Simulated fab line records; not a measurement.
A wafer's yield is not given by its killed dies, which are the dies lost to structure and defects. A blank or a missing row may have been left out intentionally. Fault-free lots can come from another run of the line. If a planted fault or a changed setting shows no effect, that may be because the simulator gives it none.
A lot that was struck, set against a sound lot -- flow nand harc -- 15 out of 1302 route steps
Sound: these wafers, L617.2, L617.3, L617.5. The struck wafers were L626.2, L626.5, L626.6. The cause is named last.
Per side, at each step with rows, come the tool, then ch with its chambers, and then its first start. Under that, the readings that differ: sound wafers -- struck wafers -- difference of the means -- sigmas: that difference in standard deviations of wafers without a fault.
alike: words and numbers the same on both sides, and readings whose means are apart by under 2 such deviations; not compared: readings that were withheld, readings missing a value for some wafer, numbers with overlapping values and no deviation given by the record, and bounds like >300 which may hide the same value.
Wherever a step has rows on one side only, a row that says differs or no value, or a row with sigmas, the two part there. Non-overlapping numbers with no deviation appear without sigmas and do not part them. A reading that every wafer of one side lacks parts them only if that side has two wafers or more.

NHARC_P_GATE_STRIP_95: strips in O2.
  sound on plasma asher-02 ch 0,1, day 7 21:32; struck on plasma asher-02 ch 0,1, day 11 23:37
  alike: drypump motor current A, heater power w
  not compared: rf hours counter h
then, 1 step without rows for these wafers: NHARC_P_GATE_STRIP_96 (strips in SPM, time 900 s).
NHARC_P_GATE_RTA_64: time 1 s.
  sound on rtp anneal-02 ch 0, day 7 22:07; struck on rtp anneal-02 ch 0, day 12 00:11
  alike: lamp power pct, wafer_temp_C_max
then, 1 step without rows for these wafers: NHARC_P_GATE_ETCH_77 (etches SiO2 in dHF, target depth 6 nm).
NHARC_P_GATE_DEGAS_109: time 60 s.
  sound on pvd sputter-01 at day 7 22:24; struck on pvd sputter-02 at day 12 00:29
  alike: heater power w
then, 3 steps without rows for these wafers: NHARC_P_GATE_PRE_CLEAN_110 (time 30 s); NHARC_P_GATE_SPUTTER_78 (material Ni, target thk 10 nm); NHARC_P_GATE_SPUTTER_79 (material TiN, target thk 10 nm).
NHARC_P_GATE_RTA_80: time 30 s.
  sound on rtp anneal-01 ch 0, day 7 22:43; struck on rtp anneal-01 ch 0, day 12 00:48
  alike: wafer_temp_C_max
then, 1 step without rows for these wafers: NHARC_P_GATE_STRIP_67 (strips in SPM, time 600 s).
NHARC_P_GATE_RTA_82: time 30 s.
  sound on rtp anneal-01 ch 0, day 7 23:20; struck on rtp anneal-02 ch 0, day 12 01:16
reading,sound,struck,difference,sigmas
lamp power pct (%),3.5 3.5 3.5,4.4 4.4 4.4,+0.9,+2
wafer_temp_C_max,451.1 451.1 451.1,454.0 453.3 454.0,+2.7,+2
NHARC_P_GATE_INSPECT_68:
  sound on defect inspect-01 at day 7 23:30; struck on defect inspect-01 at day 12 01:26
  alike: raw defect count
NHARC_P_CONTACT_DEP_30: deposits SiNx, target thk 30 nm.
  sound on pecvd-03 ch 0,1, day 7 23:37; struck on pecvd-03 ch 0,2, day 12 01:32
  no value came back on the struck wafers for heater power outer w (W), heater power w (W); on the sound wafers heater power outer w (W) reads 488 378 486
then, 1 step without rows for these wafers: NHARC_P_CONTACT_DEP_00 (deposits SiO2, target thk 500 nm).
-- record jumps: 19 days between struck wafers' starts before vs after; left off in module P_CONTACT, resumes in module END, first step shown is number 1302 of the route --
NHARC_END_SORT_01:
  sound on prober-01 ch 0, day 26 18:47; struck on prober-02 ch 0, day 30 15:44
reading,sound,struck,difference,sigmas
killed at periphery,1 1 3,253 250 247,+248,+99 or more
killed dies,49 61 45,316 310 293,+255,+15
  alike: killed at array, killed at other, killed open, killed short

== WHERE THEY PART ==
Earliest at NHARC_P_GATE_RTA_82; latest, in this record, at NHARC_END_SORT_01.

WHY: what the simulator had put in
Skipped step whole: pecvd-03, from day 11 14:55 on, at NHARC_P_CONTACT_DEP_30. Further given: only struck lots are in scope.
